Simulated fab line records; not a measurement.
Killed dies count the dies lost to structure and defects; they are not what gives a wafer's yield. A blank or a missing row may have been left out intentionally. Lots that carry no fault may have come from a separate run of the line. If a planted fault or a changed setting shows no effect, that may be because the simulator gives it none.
Code-filled problem report in 8D (eight disciplines) form / flow nandHarc / the parts of the form that need people (team, actions taken, sign-off) are left out

== 1. PROBLEM STATEMENT ==
thkNm at NHARC_A_ONON_D1_THK_MEAS_24 reads a mean of 675 nm on 1 wafer of 1 lot; wafers without a fault read 1002 nm with a standard deviation of 12. Measured from the usual mean, that is -27 standard deviations.
The step: measures by ellipsometry.
First seen on wafer L635.5, day 11 11:33, on filmMetro-01. Wafers with a number at this step in the record: 39, from 13 lots. The rule behind "out" and "out of limits": a value lying over 4 standard deviations away from the usual mean. The rest of the wafers with a number are treated as sound.

== 2. WHAT IT IS AND WHAT IT IS NOT ==
question=which readings at this step | is=thkNm | is not=-
question=which lots | is=L635 | is not=L622, L623, L624, L627, L628, L629, L632, L638, L639, L640, L642, L645
question=which wafers of those lots | is=L635.5 | is not=L635.2, L635.3
question=read on which gauges | is=filmMetro-01 | is not=filmMetro-02
question=when | is=from day 11 11:33 | is not=up to then (20 sound wafers); but 18 sound wafers of L632, L638, L639, L640, L642, L645 came after

== 3. THE SUSPECTS, EACH WITH WHAT RULES IT OUT ==
Counting: any tool at a process step up to the reading remains a suspect provided it ran every lot that is out. Sound lots after the first of them don't rule it out here, since some wafers of a struck lot are sound.
- the gauge at NHARC_A_ONON_D1_THK_MEAS_24 is ruled out. All the wafers that are out were read on filmMetro-01, but those of them that NHARC_END_SORT_01 has rows for are out there too, on other tools.
- pecvdOnon-01 at NHARC_A_ONON_D1_DEP_22 (target thk 1000 nm): kept. The lot that is out, L635, ran on it at day 11 11:06; the last sound lot it ran before that was L628, at day 9 17:00.
Remaining after the count: pecvdOnon-01 at NHARC_A_ONON_D1_DEP_22.

== 4. THE CAUSE (what the simulator had put in) ==
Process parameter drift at NHARC_A_ONON_D1_DEP_22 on pecvdOnon-01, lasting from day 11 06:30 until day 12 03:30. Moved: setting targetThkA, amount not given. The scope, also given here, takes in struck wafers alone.
After counting, this tool was the only one left.

== 5. THE CHAIN OF EFFECTS, in route order ==
One row per reading whose mean, taken over the struck wafers that have a number, lies over 3 standard deviations from the usual. Scope: only readings with a usual standard deviation given in the record; hours: median across lots of the time from each lot's start at the first step in this table that gives one to its start at this step; sigmas: change in usual standard deviations.
hours=0; step=NHARC_A_ONON_D1_THK_MEAS_24; reading=thkNm; usual=1002 nm; on struck wafers=675; change=-327; sigmas=-27
hours=262; step=NHARC_END_SORT_01; reading=killedAtArray; usual=29; on struck wafers=676; change=+647; sigmas=+59
hours=262; step=NHARC_END_SORT_01; reading=killedDies; usual=33; on struck wafers=677; change=+644; sigmas=+59

== 6. WHAT WOULD HAVE CAUGHT IT SOONER ==
5 hours passed between the start of the fault at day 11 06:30 and the first reading out of limits at a measuring or inspecting step in this record, taken at day 11 11:33.
No tool reading at NHARC_A_ONON_D1_DEP_22 that has a usual standard deviation in the record was out on any struck wafer, so an alarm limit of 4 standard deviations on those readings would not have fired.
Lots out: 1; all had begun NHARC_A_ONON_D1_DEP_22 on pecvdOnon-01 by day 11 11:33. Had the tool been put on hold then, not one of them would have been saved.
